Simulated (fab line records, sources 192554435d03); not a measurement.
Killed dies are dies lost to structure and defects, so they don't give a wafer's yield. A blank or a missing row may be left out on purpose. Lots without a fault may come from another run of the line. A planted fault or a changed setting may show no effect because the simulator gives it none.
One fault seen from 2 desks | flow n5_finfet | each desk has only its own numbers; what lay behind them comes last

THE TOOL OWNER'S DESK: litho_track-04
The tool's own readings at N5_BEOL_M3_COAT_67 (time 60 s, resist thk 60 nm): means of the sampled wafers that have a number, for each lot that ran on this tool. A lot is out of limits, marked OUT, if its mean lies more than 4 standard deviations from the usual mean; the brackets give that distance.
Columns: A = spin_speed_rpm at N5_BEOL_M3_COAT_67, usual 1500.1 rpm
lot  | first seen here | A
L745 | day 7 14:04     | 1499.0
L747 | day 7 15:55     | 1499.7
L746 | day 7 19:13     | 1501.0
L749 | day 8 04:12     | 1499.0
L750 | day 8 19:04     | 1499.3
L751 | day 9 02:14     | 1289.0 (-99 or more) OUT
L752 | day 9 02:29     | 1289.1 (-99 or more) OUT
This desk's finding: out of limits on L751, L752; first on L751, day 9 02:14 (spin_speed_rpm at N5_BEOL_M3_COAT_67). In limits: L745, L747, L746, L749, L750.

THE METROLOGY DESK
What the gauges read, lot by lot, whatever tool the lot ran on: means of the sampled wafers that have a number. A lot is out of limits, marked OUT, if its mean lies more than 4 standard deviations from the usual mean; the brackets give that distance. Of its 10 readings 7 are shown: those that lie furthest out on some lot.
Columns: A = DIBL_P at N5_BEOL_M4_RC_MEAS_101, usual 37.3 mV/V; B = IOFF_N at N5_BEOL_M4_RC_MEAS_101, usual 0.16 nA/um; C = IOFF_P at N5_BEOL_M4_RC_MEAS_101, usual 0.22 nA/um; D = ION_N at N5_BEOL_M4_RC_MEAS_101, usual 673 uA/um; E = ION_P at N5_BEOL_M4_RC_MEAS_101, usual 463 uA/um; F = VT_N at N5_BEOL_M4_RC_MEAS_101, usual 250 mV; G = VT_P at N5_BEOL_M4_RC_MEAS_101, usual -250 mV
lot  | first seen here | A    | B    | C    | D   | E   | F   | G
L745 | day 8 13:19     | 38.7 | 0.16 | 0.20 | 670 | 459 | 250 | -255
L747 | day 8 18:08     | 38.1 | 0.17 | 0.23 | 676 | 466 | 249 | -249
L746 | day 8 22:41     | 40.4 | 0.21 | 0.29 | 687 | 473 | 248 | -246
L749 | day 9 07:04     | 34.3 | 0.15 | 0.18 | 670 | 453 | 251 | -255
L750 | day 9 13:07     | 38.4 | 0.17 | 0.25 | 668 | 462 | 248 | -250
L752 | day 10 01:18    | 36.3 | 0.14 | 0.19 | 659 | 454 | 254 | -251
L751 | day 10 02:21    | 38.0 | 0.18 | 0.23 | 672 | 463 | 248 | -249
L762 | day 12 07:57    | 34.8 | 0.13 | 0.20 | 658 | 454 | 254 | -252
L761 | day 12 09:53    | 38.4 | 0.18 | 0.24 | 674 | 462 | 250 | -247
L765 | day 13 20:19    | 38.0 | 0.15 | 0.22 | 671 | 465 | 252 | -250
L767 | day 13 23:04    | 36.8 | 0.14 | 0.20 | 662 | 456 | 253 | -251
This desk's finding: nothing out of limits on any of the 11 lots.

PUT TOGETHER
The tool owner's desk could have raised an alarm at day 9 02:14, on L751, L752.
The metrology desk saw nothing out of limits.
The metrology desk has L751, L752 on record, within its limits.
Of the lots named, all ran N5_BEOL_M3_COAT_67 on litho_track-04.

WHAT THE SIMULATOR HAD PUT IN
Process parameter drift: litho_track-04, from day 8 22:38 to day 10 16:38, at N5_BEOL_M3_COAT_67. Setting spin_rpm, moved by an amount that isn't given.
Lots struck among those shown: L751, L752.
Hours from the fault's start to each desk's first reading out of limits: the tool owner's desk, 4.
